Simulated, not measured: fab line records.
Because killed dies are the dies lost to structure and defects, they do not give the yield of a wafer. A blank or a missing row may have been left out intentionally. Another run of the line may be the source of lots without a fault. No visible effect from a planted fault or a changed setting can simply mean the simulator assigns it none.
Chamber matching -- flow nand_harc -- NHARC_P_M1_CMP_23 on cmp-01 has 4 sister chambers
The step polishes, t overpolish 20 s, target thk 157.82 nm. 22 wafers are shown with their chamber, then 11 later ones without.

## WAFERS WITH THEIR CHAMBER
wafer,chamber,motor_current_A (A),time_to_endpoint_s (s)
L074.2,1,13.8,28.5
L074.3,2,12.2,30.5
L074.5,0,11.8,29.9
L076.1,2,12.5,28.2
L076.2,3,11.1,28.2
L076.4,1,13.5,27.7
L078.1,3,11.2,26.9
L078.3,0,11.8,28.1
L078.5,3,11.8,29.0
L080.1,1,13.7,24.5
L080.2,0,12.1,27.3
L080.3,3,11.3,29.4
L082.1,1,13.2,26.8
L082.4,3,11.2,29.3
L082.5,0,11.4,27.2
L083.2,2,12.0,27.0
L083.3,3,11.2,32.4
L083.5,0,11.7,29.1
L087.1,2,12.0,31.1
L087.3,3,11.1,29.9
L087.5,0,11.8,30.1
L092.2,2,12.1,26.7

SIGNATURES (means of the wafers above)
reading,chamber 0,chamber 1,chamber 2,chamber 3,scatter within a chamber
motor_current_A,11.767,13.550,12.160,11.271,0.234
time_to_endpoint_s,28.617,26.875,28.700,29.300,1.67
Rule: a wafer's distance from a chamber is the root of the sum, over the readings, of the square of ((its reading less the chamber's mean) divided by the reading's scatter). The wafer belongs to the nearest chamber; if the next one is less than 2 further off, it can't be placed. The scatter: take each reading less its chamber's mean, square it, sum over the shown wafers, divide by the number of wafers less the number of chambers, and take the root.

## WAFERS MISSING THEIR CHAMBER
wafer,motor_current_A (A),time_to_endpoint_s (s)
L092.5,11.8,28.7
L092.6,12.3,25.3
L094.2,12.5,30.8
L094.3,11.9,29.8
L094.4,14.4,27.5
L096.1,11.8,27.9
L096.2,11.9,26.8
L096.3,14.2,27.3
L097.3,13.5,25.0
L097.5,11.8,26.4
L097.6,11.2,28.0

## THE CHAMBER EACH PASSED THROUGH
wafer,from the rows above,in truth
L092.5,can't be placed: 0 or 2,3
L092.6,can't be placed: 2 or 0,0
L094.2,can't be placed: 2 or 0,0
L094.3,can't be placed: 0 or 2 or 3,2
L094.4,1,1
L096.1,can't be placed: 0 or 2 or 3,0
L096.2,can't be placed: 0 or 2 or 3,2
L096.3,1,1
L097.3,1,1
L097.5,can't be placed: 0 or 2 or 3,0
L097.6,can't be placed: 3 or 0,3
Correct placement for 3 of the 11. Can't be placed from these rows: 8 (the true chamber is among the candidates in 7). Placed wrongly: 0.
